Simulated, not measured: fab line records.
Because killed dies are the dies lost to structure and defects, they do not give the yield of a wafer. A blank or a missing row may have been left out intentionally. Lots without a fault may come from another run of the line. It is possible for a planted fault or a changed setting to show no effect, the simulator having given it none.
3 desks looking at one fault | flow n5-finfet | only its own numbers are on each desk; what lay behind them is given at the end

## DESK OF THE TOOL OWNER: rie-metal-03
The tool's own readings at N5_MIM_TOP_ETCH_ETCH_00 (etches TiN in Cl2/BCl3, target depth 38.5 nm): means of the sampled wafers that have a number, for each lot that ran on this tool. If a lot's mean is further than 4 standard deviations from the usual mean, the lot is out of limits and carries the mark OUT (the distance appears in the brackets).
Columns: A = bias-w at N5_MIM_TOP_ETCH_ETCH_00, usual 126.0 W; B = drypump-motor-current-A at N5_MIM_TOP_ETCH_ETCH_00, usual 5.7 A; C = oes-product-au at N5_MIM_TOP_ETCH_ETCH_00, usual 0.82 a.u.; D = throttle-valve-pct at N5_MIM_TOP_ETCH_ETCH_00, usual 22.7 %
lot  | first seen here | A     | B   | C    | D
L637 | day 11 22:22    | 125.8 | 6.0 | 0.81 | 22.8
L636 | day 12 05:08    | 125.0 | 5.3 | 0.80 | 22.3
L643 | day 13 17:13    | 126.0 | 5.6 | 0.78 | 22.6
L650 | day 15 19:16    | 125.6 | 5.6 | 0.77 | 22.6
L651 | day 15 23:38    | 126.1 | 5.3 | 0.70 | 22.3
L653 | day 16 07:22    | 126.4 | 6.0 | 0.71 | 22.8
L656 | day 16 19:04    | 125.5 | 5.3 | 0.67 | 22.4
This desk's verdict: no lot among the 7 shows anything out of limits.

## THE METROLOGY DESK
What the gauges read, lot by lot, whatever tool the lot ran on: means of the sampled wafers that have a number. If a lot's mean is further than 4 standard deviations from the usual mean, the lot is out of limits and carries the mark OUT (the distance appears in the brackets). 7 of its 10 readings are shown, namely those furthest out on some lot.
Columns: A = DIBL_N at N5_BEOL_M4_RC_MEAS_101, usual 37.5 mV/V; B = DIBL_P at N5_BEOL_M4_RC_MEAS_101, usual 37.3 mV/V; C = IOFF_N at N5_BEOL_M4_RC_MEAS_101, usual 0.18 nA/um; D = ION_N at N5_BEOL_M4_RC_MEAS_101, usual 677 uA/um; E = ION_P at N5_BEOL_M4_RC_MEAS_101, usual 464 uA/um; F = SS_N at N5_BEOL_M4_RC_MEAS_101, usual 72.0 mV/dec; G = VT_N at N5_BEOL_M4_RC_MEAS_101, usual 249 mV
lot  | first seen here | A    | B    | C    | D   | E   | F    | G
L637 | day 7 19:20     | 38.3 | 37.6 | 0.21 | 678 | 463 | 72.3 | 245
L636 | day 8 00:23     | 38.7 | 38.1 | 0.19 | 675 | 455 | 72.4 | 250
L643 | day 9 20:13     | 37.7 | 36.3 | 0.19 | 687 | 476 | 71.7 | 248
L645 | day 10 06:16    | 37.5 | 37.4 | 0.18 | 672 | 466 | 71.6 | 250
L651 | day 12 03:10    | 36.4 | 34.5 | 0.16 | 674 | 464 | 71.6 | 251
L650 | day 12 05:04    | 36.7 | 37.7 | 0.18 | 677 | 461 | 71.7 | 248
L652 | day 12 09:42    | 40.3 | 39.7 | 0.22 | 693 | 472 | 72.9 | 246
L653 | day 12 11:52    | 36.2 | 37.7 | 0.17 | 678 | 476 | 71.4 | 249
L656 | day 13 05:39    | 40.2 | 41.0 | 0.23 | 688 | 466 | 72.6 | 244
L658 | day 13 12:23    | 36.5 | 37.2 | 0.17 | 674 | 462 | 72.0 | 250
This desk's verdict: no lot among the 10 shows anything out of limits.

## THE DEFECT DESK
For each lot, the counts of the inspections along the route, averaged over the sampled wafers that have a number. If a lot's mean is further than 4 standard deviations from the usual mean, the lot is out of limits and carries the mark OUT (the distance appears in the brackets).
Columns: A = raw-defect-count at N5_PASSIVATION_INSPECT_57, usual 2.0
lot  | first seen here | A
L637 | day 12 11:49    | 1.3
L636 | day 12 15:51    | 2.3
L645 | day 13 22:54    | 2.3
L643 | day 14 04:28    | 1.7
L650 | day 16 04:50    | 2.0
L651 | day 16 12:38    | 0.0
L653 | day 16 19:25    | 2.0
L652 | day 16 19:43    | 1.7
L658 | day 17 17:26    | 2.3
This desk's verdict: no lot among the 9 shows anything out of limits.

## BROUGHT TOGETHER
The desk of the tool owner found nothing out of limits.
The metrology desk saw nothing out of limits.
The defect desk saw nothing out of limits.

## WHAT THE SIMULATOR HAD PUT IN
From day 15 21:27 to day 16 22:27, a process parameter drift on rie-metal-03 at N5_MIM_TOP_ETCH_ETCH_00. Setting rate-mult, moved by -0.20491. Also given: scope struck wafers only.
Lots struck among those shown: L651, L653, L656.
